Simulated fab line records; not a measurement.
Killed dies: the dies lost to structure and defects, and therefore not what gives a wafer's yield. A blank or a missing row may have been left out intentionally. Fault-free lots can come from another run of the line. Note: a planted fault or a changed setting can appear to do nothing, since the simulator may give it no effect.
The tool behind it: which one?	flow nand_harc	36 wafers sampled from 12 lots at 1 step of a route of 1302

WHAT THE GAUGES SHOWED, per wafer
NHARC_A_CHANNEL_HOLE_D2_INSPECT_12.
lot	measured	on	raw_defect_count
L076	day 13 12:15	defect_inspect-02	65 61 72
L077	day 14 20:22	defect_inspect-02	6 3 4
L079	day 15 04:02	defect_inspect-01	13 5 4
L082	day 16 08:26	defect_inspect-02	47 65 70
L084	day 16 23:00	defect_inspect-02	62 54 64
L085	day 17 14:23	defect_inspect-02	53 51 53
L087	day 19 02:41	defect_inspect-02	50 58 49
L089	day 19 04:58	defect_inspect-01	44 51 58
L091	day 20 02:53	defect_inspect-01	44 47 51
L093	day 20 19:36	defect_inspect-01	11 16 15
L095	day 21 22:07	defect_inspect-02	6 7 3
L097	day 22 13:46	defect_inspect-01	35 24 32

EACH LOT AND THE TOOL THAT RAN IT (in order: tool; ch and the chambers of the sampled wafers; start)
Record: no process step prior to these readings.

THE ANSWER, worked out from the rows above alone
Rule: what is usual is taken from the lots themselves. The widest of any qualifying gaps counts: lots, ordered by their means at a reading, are off when they make up no more than a third of the lots, leave a main group of 4 or more, and stand apart from it by 3 or more times the standard deviation of that group's means. The tables above print the reading to a certain number of digits; a main group whose means all agree to those digits is not used. A lot without any number at a reading at which 4 lots or more have one is off too. The other lots that the step has rows for count as sound.
None of the lots is off at any reading shown; this tells nothing.

WHAT THE SIMULATOR PUT IN
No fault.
